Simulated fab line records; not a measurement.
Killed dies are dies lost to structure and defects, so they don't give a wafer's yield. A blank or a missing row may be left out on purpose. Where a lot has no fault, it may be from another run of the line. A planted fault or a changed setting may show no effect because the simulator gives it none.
What tool caused it? :: flow n5Finfet :: Sampling: 11 lots, 31 wafers, 5 of 1938 route steps

WHAT THE GAUGES SHOWED, per wafer
N5_MIM_TOP_LITHO_CD_MEAS_08: target cd 2000 nm. Usual: 1999.9 nm for cdNm, sd 1.9.
lot: L671
measured: day 12 03:55
on: cdSem-02
cdNm (nm): 1999.0 2000.7 2001.9
flag: 

lot: L676
measured: day 13 07:14
on: cdSem-02
cdNm (nm): 1998.0 1996.8 1999.7
flag: 

lot: L678
measured: day 13 10:51
on: cdSem-02
cdNm (nm): 2000.1 2000.5
flag: 

lot: L683
measured: day 14 15:53
on: cdSem-01
cdNm (nm): 1996.4 2000.1 1998.2
flag: 

lot: L681
measured: day 14 17:32
on: cdSem-02
cdNm (nm): 2001.1 2001.1 2001.3
flag: 

lot: L684
measured: day 14 20:31
on: cdSem-02
cdNm (nm): 2002.4 1999.3 2002.3
flag: 

lot: L685
measured: day 15 10:47
on: cdSem-02
cdNm (nm): 1997.5 1995.1 1997.7
flag: 

lot: L688
measured: day 16 12:18
on: cdSem-02
cdNm (nm): 2005.1 2000.2 2004.3
flag: 

lot: L691
measured: day 16 23:23
on: cdSem-03
cdNm (nm): 1997.8 1998.3 2001.1
flag: 

lot: L692
measured: day 17 00:36
on: cdSem-01
cdNm (nm): 2002.3 2001.6
flag: 

lot: L693
measured: day 17 08:16
on: cdSem-03
cdNm (nm): 2000.8 1997.8 2000.7
flag: 

N5_PASSIVATION_CD_MEAS_30: target cd 4000 nm. Usual: 4000.9 nm for cdNm, sd 2.3.
lot: L671
measured: day 12 08:48
on: cdSem-03
cdNm (nm): 4003.3 4003.7 4002.6
flag: 

lot: L676
measured: day 13 11:46
on: cdSem-01
cdNm (nm): 4002.5 4002.4 4004.5
flag: 

lot: L678
measured: day 13 18:22
on: cdSem-03
cdNm (nm): 3999.7 4002.2
flag: 

lot: L683
measured: day 14 20:14
on: cdSem-01
cdNm (nm): 4005.3 4001.7 4002.7
flag: 

lot: L681
measured: day 15 00:25
on: cdSem-03
cdNm (nm): 3999.3 3999.9 4001.3
flag: 

lot: L684
measured: day 15 01:31
on: cdSem-01
cdNm (nm): 4000.1 4003.4 4001.8
flag: 

lot: L685
measured: day 15 14:28
on: cdSem-03
cdNm (nm): 3998.0 4001.5 3998.7
flag: 

lot: L688
measured: day 16 16:12
on: cdSem-01
cdNm (nm): 4015.3 4027.7 4015.3
flag: OFF

lot: L691
measured: day 17 03:25
on: cdSem-03
cdNm (nm): 4004.6 3996.6 3999.1
flag: 

lot: L692
measured: day 17 08:41
on: cdSem-03
cdNm (nm): 3999.2 4003.2
flag: 

lot: L693
measured: day 17 13:44
on: cdSem-01
cdNm (nm): 4000.0 3999.3 4002.4
flag: 

EACH LOT AND THE TOOL THAT RAN IT (in order: tool; ch and the chambers of the sampled wafers; start)
lot: L671
N5_MIM_TOP_ETCH_STRIP_01: rieDiel-04 ch 0,2,3, day 12 04:15
N5_MIM_BOT_ETCH_ETCH_00: rieMetal-01 ch 0,1, day 12 05:22
N5_PASSIVATION_EXPOSE_27: krfScanner-02 ch 0, day 12 08:37

lot: L676
N5_MIM_TOP_ETCH_STRIP_01: rieDiel-02 ch 0,1,2, day 13 07:32
N5_MIM_BOT_ETCH_ETCH_00: rieMetal-03 ch 1, day 13 08:31
N5_PASSIVATION_EXPOSE_27: krfScanner-01 ch 0, day 13 11:36

lot: L678
N5_MIM_TOP_ETCH_STRIP_01: rieDiel-02 ch 1,2, day 13 11:19
N5_MIM_BOT_ETCH_ETCH_00: rieMetal-02 ch 0,1, day 13 12:17
N5_PASSIVATION_EXPOSE_27: krfScanner-02 ch 0, day 13 18:12

lot: L683
N5_MIM_TOP_ETCH_STRIP_01: rieDiel-02 ch 0,1,3, day 14 16:16
N5_MIM_BOT_ETCH_ETCH_00: rieMetal-03 ch 0,1, day 14 17:08
N5_PASSIVATION_EXPOSE_27: krfScanner-01 ch 0, day 14 20:04

lot: L681
N5_MIM_TOP_ETCH_STRIP_01: rieDiel-06 ch 0,3, day 14 17:58
N5_MIM_BOT_ETCH_ETCH_00: rieMetal-01 ch 0,1, day 14 19:22
N5_PASSIVATION_EXPOSE_27: krfScanner-01 ch 0, day 15 00:15

lot: L684
N5_MIM_TOP_ETCH_STRIP_01: rieDiel-04 ch 2,3, day 14 20:50
N5_MIM_BOT_ETCH_ETCH_00: rieMetal-01 ch 0,1, day 14 21:43
N5_PASSIVATION_EXPOSE_27: krfScanner-01 ch 0, day 15 01:20

lot: L685
N5_MIM_TOP_ETCH_STRIP_01: rieDiel-02 ch 1,2,3, day 15 11:07
N5_MIM_BOT_ETCH_ETCH_00: rieMetal-02 ch 1, day 15 11:52
N5_PASSIVATION_EXPOSE_27: krfScanner-01 ch 0, day 15 14:17

lot: L688
N5_MIM_TOP_ETCH_STRIP_01: rieDiel-02 ch 0,1,2, day 16 12:38
N5_MIM_BOT_ETCH_ETCH_00: rieMetal-02 ch 0,1, day 16 13:23
N5_PASSIVATION_EXPOSE_27: krfScanner-02 ch 0, day 16 16:01

lot: L691
N5_MIM_TOP_ETCH_STRIP_01: rieDiel-06 ch 1,2,3, day 16 23:45
N5_MIM_BOT_ETCH_ETCH_00: rieMetal-02 ch 1, day 17 00:31
N5_PASSIVATION_EXPOSE_27: krfScanner-01 ch 0, day 17 03:14

lot: L692
N5_MIM_TOP_ETCH_STRIP_01: rieDiel-04 ch 0, day 17 01:27
N5_MIM_BOT_ETCH_ETCH_00: rieMetal-03 ch 0,1, day 17 02:20
N5_PASSIVATION_EXPOSE_27: krfScanner-01 ch 0, day 17 08:31

lot: L693
N5_MIM_TOP_ETCH_STRIP_01: rieDiel-04 ch 2,3, day 17 08:44
N5_MIM_BOT_ETCH_ETCH_00: rieMetal-01 ch 0,1, day 17 09:29
N5_PASSIVATION_EXPOSE_27: krfScanner-01 ch 0, day 17 13:34
- N5_MIM_TOP_ETCH_STRIP_01: strips in O2.
- N5_MIM_BOT_ETCH_ETCH_00: etches TiN in Cl2/BCl3, target depth 45.5 nm.
- N5_PASSIVATION_EXPOSE_27: exposes mask PAD, defocus 0 nm.

AS READ BY THE TOOLS THEMSELVES (means over the sampled wafers that have a number; for cases with no such wafer, the mark the record gives instead)
N5_MIM_TOP_ETCH_STRIP_01. Usual: drypumpMotorCurrentA 5.8 A, standard deviation 0.38; oesProductAu 0.77 a.u., standard deviation 0.053; rfVppV 3.7 V, standard deviation 1.3; showerheadPlenumPTorr 2.13 Torr, standard deviation 0.086; tempC 60.00 C, standard deviation 0.1; throttleValvePct 16.70 %, standard deviation 0.26.
lot: L671
tool: rieDiel-04
drypumpMotorCurrentA (A): 5.7
oesProductAu (a.u.): 0.84
rfVppV (V): 4.3
showerheadPlenumPTorr (Torr): 2.07
tempC (C): 59.99
throttleValvePct (%): 16.64
flag: 

lot: L676
tool: rieDiel-02
drypumpMotorCurrentA (A): 5.7
oesProductAu (a.u.): 0.78
rfVppV (V): 4.7
showerheadPlenumPTorr (Torr): 2.15
tempC (C): 59.94
throttleValvePct (%): 16.90
flag: 

lot: L678
tool: rieDiel-02
drypumpMotorCurrentA (A): 6.0
oesProductAu (a.u.): 0.80
rfVppV (V): 4.5
showerheadPlenumPTorr (Torr): 2.13
tempC (C): 60.09
throttleValvePct (%): 16.83
flag: 

lot: L683
tool: rieDiel-02
drypumpMotorCurrentA (A): 5.5
oesProductAu (a.u.): 0.77
rfVppV (V): 1.9
showerheadPlenumPTorr (Torr): 2.21
tempC (C): 59.92
throttleValvePct (%): 16.67
flag: 

lot: L681
tool: rieDiel-06
drypumpMotorCurrentA (A): 5.6
oesProductAu (a.u.): 0.70
rfVppV (V): 3.2
showerheadPlenumPTorr (Torr): 2.06
tempC (C): 59.88
throttleValvePct (%): 16.89
flag: 

lot: L684
tool: rieDiel-04
drypumpMotorCurrentA (A): 5.8
oesProductAu (a.u.): 0.81
rfVppV (V): 4.0
showerheadPlenumPTorr (Torr): 2.08
tempC (C): 60.11
throttleValvePct (%): 16.80
flag: 

lot: L685
tool: rieDiel-02
drypumpMotorCurrentA (A): 6.0
oesProductAu (a.u.): 0.79
rfVppV (V): 5.0
showerheadPlenumPTorr (Torr): 2.15
tempC (C): 59.94
throttleValvePct (%): 16.69
flag: 

lot: L688
tool: rieDiel-02
drypumpMotorCurrentA (A): 5.7
oesProductAu (a.u.): 0.76
rfVppV (V): 4.5
showerheadPlenumPTorr (Torr): 2.14
tempC (C): 60.00
throttleValvePct (%): 16.95
flag: 

lot: L691
tool: rieDiel-06
drypumpMotorCurrentA (A): 5.9
oesProductAu (a.u.): 0.74
rfVppV (V): 3.2
showerheadPlenumPTorr (Torr): 2.13
tempC (C): 59.99
throttleValvePct (%): 16.63
flag: 

lot: L692
tool: rieDiel-04
drypumpMotorCurrentA (A): 5.7
oesProductAu (a.u.): 0.81
rfVppV (V): 3.4
showerheadPlenumPTorr (Torr): 2.05
tempC (C): 60.00
throttleValvePct (%): 16.49
flag: 

lot: L693
tool: rieDiel-04
drypumpMotorCurrentA (A): 5.8
oesProductAu (a.u.): 0.79
rfVppV (V): 3.9
showerheadPlenumPTorr (Torr): 2.08
tempC (C): 60.03
throttleValvePct (%): 16.82
flag: 

N5_MIM_BOT_ETCH_ETCH_00. Usual: drypumpMotorCurrentA 6.0 A, standard deviation 0.48; oesProductAu 0.80 a.u., standard deviation 0.095; throttleValvePct 21.94 %, standard deviation 0.19.
lot: L671
tool: rieMetal-01
drypumpMotorCurrentA (A): 6.4
oesProductAu (a.u.): 0.81
throttleValvePct (%): 21.94
flag: 

lot: L676
tool: rieMetal-03
drypumpMotorCurrentA (A): 5.9
oesProductAu (a.u.): 0.84
throttleValvePct (%): 21.53
flag: 

lot: L678
tool: rieMetal-02
drypumpMotorCurrentA (A): 5.6
oesProductAu (a.u.): 0.83
throttleValvePct (%): 21.96
flag: 

lot: L683
tool: rieMetal-03
drypumpMotorCurrentA (A): 5.7
oesProductAu (a.u.): 0.73
throttleValvePct (%): 22.01
flag: 

lot: L681
tool: rieMetal-01
drypumpMotorCurrentA (A): 6.5
oesProductAu (a.u.): 0.84
throttleValvePct (%): 21.99
flag: 

lot: L684
tool: rieMetal-01
drypumpMotorCurrentA (A): 6.5
oesProductAu (a.u.): 0.84
throttleValvePct (%): 22.01
flag: 

lot: L685
tool: rieMetal-02
drypumpMotorCurrentA (A): 5.1
oesProductAu (a.u.): 0.90
throttleValvePct (%): 21.95
flag: 

lot: L688
tool: rieMetal-02
drypumpMotorCurrentA (A): 5.4
oesProductAu (a.u.): 0.83
throttleValvePct (%): 21.97
flag: 

lot: L691
tool: rieMetal-02
drypumpMotorCurrentA (A): 5.2
oesProductAu (a.u.): 0.88
throttleValvePct (%): 21.96
flag: 

lot: L692
tool: rieMetal-03
drypumpMotorCurrentA (A): 5.8
oesProductAu (a.u.): 0.74
throttleValvePct (%): 21.89
flag: 

lot: L693
tool: rieMetal-01
drypumpMotorCurrentA (A): 6.4
oesProductAu (a.u.): 0.76
throttleValvePct (%): 21.98
flag: 

THE ANSWER, worked out from the rows above alone
Rule: a lot is off if the mean of its wafers that have a number lies more than 3 standard deviations from the usual mean. Also off: a lot with no number at a reading for which 4 or more lots have one. All remaining lots with rows at the step are treated as sound. After the gauges, taken in route order, come the tools' own readings; for these a lot's mean is taken, as printed above. The first step at which some lot is off is used, and at that step the reading that is off furthest; a lot without a number counts as furthest.
Off: L688, at N5_PASSIVATION_CD_MEAS_30 (cdNm).
If a tool, at a process step before that reading, ran all the lots that are off and no sound lot after the first of them, it fits. Gauges at N5_PASSIVATION_CD_MEAS_30: tried the same way as those tools. This does not decide it: 2 tools fit, namely rieDiel-02 at N5_MIM_TOP_ETCH_STRIP_01 and krfScanner-02 at N5_PASSIVATION_EXPOSE_27.

WHAT WAS PUT IN BY THE SIMULATOR
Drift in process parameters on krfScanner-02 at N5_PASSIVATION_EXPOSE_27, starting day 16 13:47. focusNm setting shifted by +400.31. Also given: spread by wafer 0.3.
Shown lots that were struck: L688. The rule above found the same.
